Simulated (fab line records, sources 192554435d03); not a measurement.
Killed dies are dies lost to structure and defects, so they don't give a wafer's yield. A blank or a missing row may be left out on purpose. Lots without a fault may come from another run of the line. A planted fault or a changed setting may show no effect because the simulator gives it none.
Split-lot experiment | flow n5_finfet | 7 lots, 21 wafers read, on a route of 1938 steps

THE SPLIT
At N5_BEOL_M9_COAT_05 (resist thk 90 nm), the setting spin_rpm was moved away from the recipe's 1500 rpm on 8 of the 21 wafers read, by -7.5% to +7.5%. The other wafers ran this setting at the recipe's value.

FROM THE SPLIT TO THE READING: what the file shows between them, 4 steps
- N5_BEOL_M9_EBR_07
- N5_BEOL_M9_SOFTBAKE_06: time 60 s
- N5_BEOL_M9_EXPOSE_08: exposes mask M9
- N5_BEOL_M9_PEB_09: peb time 60 s

THE READING
CAR-ArF_of_BEOL_M9_COAT_05.thk_nm (the simulator's own value, which no gauge read), in nm, at N5_BEOL_M9_DEVELOP_10 (develop time 30 s). The file gives no usual value for it. The 13 wafers here that ran the recipe average 88.6 nm, standard deviation 0.35 nm.

wafer  | tool, chamber at the split | spin_rpm as run, rpm | against the recipe | CAR-ArF_of_BEOL_M9_COAT_05.thk_nm, nm | against lot-mates on the recipe
L075.2 | litho_track-02, 0          | 1597                 | +6.5%              | 85.6                                  | -2.6
L075.3 | litho_track-02, 0          | 1597                 | +6.5%              | 85.4                                  | -2.8
L075.6 | litho_track-02, 0          | 1500                 | recipe             | 88.2                                  | -
L083.1 | litho_track-05, 0          | 1500                 | recipe             | 89                                    | -
L083.4 | litho_track-05, 0          | 1500                 | recipe             | 89                                    | -
L083.5 | litho_track-05, 0          | 1500                 | recipe             | 88.6                                  | -
L087.2 | litho_track-02, 0          | 1557                 | +3.8%              | 86.2                                  | no lot-mate on the recipe
L087.3 | litho_track-02, 0          | 1557                 | +3.8%              | 86.4                                  | no lot-mate on the recipe
L087.6 | litho_track-02, 0          | 1557                 | +3.8%              | 86.4                                  | no lot-mate on the recipe
L086.3 | litho_track-05, 0          | 1500                 | recipe             | 89.2                                  | -
L086.5 | litho_track-05, 0          | 1387                 | -7.5%              | 92.6                                  | +3.5
L086.6 | litho_track-05, 0          | 1500                 | recipe             | 89                                    | -
L091.2 | litho_track-02, 0          | 1500                 | recipe             | 88.2                                  | -
L091.3 | litho_track-02, 0          | 1612                 | +7.5%              | 85.4                                  | -3.0
L091.5 | litho_track-02, 0          | 1500                 | recipe             | 88.6                                  | -
L093.2 | litho_track-05, 0          | 1500                 | recipe             | 88.6                                  | -
L093.6 | litho_track-05, 0          | 1500                 | recipe             | 88.6                                  | -
L093.5 | litho_track-05, 0          | 1589                 | +5.9%              | 86                                    | -2.6
L095.2 | litho_track-02, 0          | 1500                 | recipe             | 88.2                                  | -
L095.3 | litho_track-02, 0          | 1500                 | recipe             | 88.2                                  | -
L095.6 | litho_track-02, 0          | 1500                 | recipe             | 88.2                                  | -

THE FIT
A straight line over all 21 wafers: CAR-ArF_of_BEOL_M9_COAT_05.thk_nm changes by -0.492 nm for each +1% of spin_rpm; r = -0.98; the points scatter about the line by 0.37 nm.
The same after taking each lot's own level away (the mean of its wafers on the recipe; 18 wafers): -0.431 nm for each +1%; r = -1.00; scatter 0.14 nm.
On that fit, the largest move of spin_rpm shifts the reading by 3.2 nm.
The lots' own levels span 88.20 to 89.10 nm, that is 2.5 times the standard deviation above.
So the lot-to-lot level changes the slope: the two fits differ.
Check: with one of the wafers moved furthest among these (-7.5%) left out of the fit, the line predicts +3.13 nm for it against its lot-mates. It came out at +3.5 nm against them.

OTHER SPLITS ON THESE WAFERS
These wafers also went through other splits before the reading. Each is held against what the fit with the lots' levels taken away leaves over:
other split on the same wafers | wafers away from the commonest value | r with CAR-ArF_of_BEOL_M9_COAT_05.thk_nm (lot level and that fit taken away)
N5_BEOL_M7_COAT_71 spin_rpm    | 6                                    | +0.29
N5_BEOL_M7_DEP_56 time_s       | 9                                    | -0.22
N5_BEOL_M8_ILD_DEP_00 time_s   | 5                                    | +0.18

THE WHOLE CHAIN: every reading that the file lists as answering this split, in the file's order
step                  | what it does      | reading                                                                            | change (the file's fit)               | r (the file's)
N5_BEOL_M9_COAT_05    | resist thk 90 nm  | CAR-ArF_of_BEOL_M9_COAT_05.thk_nm (the simulator's own value, which no gauge read) | -0.437 nm for each +1% of the setting | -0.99
N5_BEOL_M9_DEVELOP_10 | develop time 30 s | CAR-ArF_of_BEOL_M9_COAT_05.thk_nm (the simulator's own value, which no gauge read) | -0.431 nm for each +1% of the setting | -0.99

THE FILE'S OWN FIT
CAR-ArF_of_BEOL_M9_COAT_05.thk_nm changes by -0.431 nm for each +1% of spin_rpm, r = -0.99.
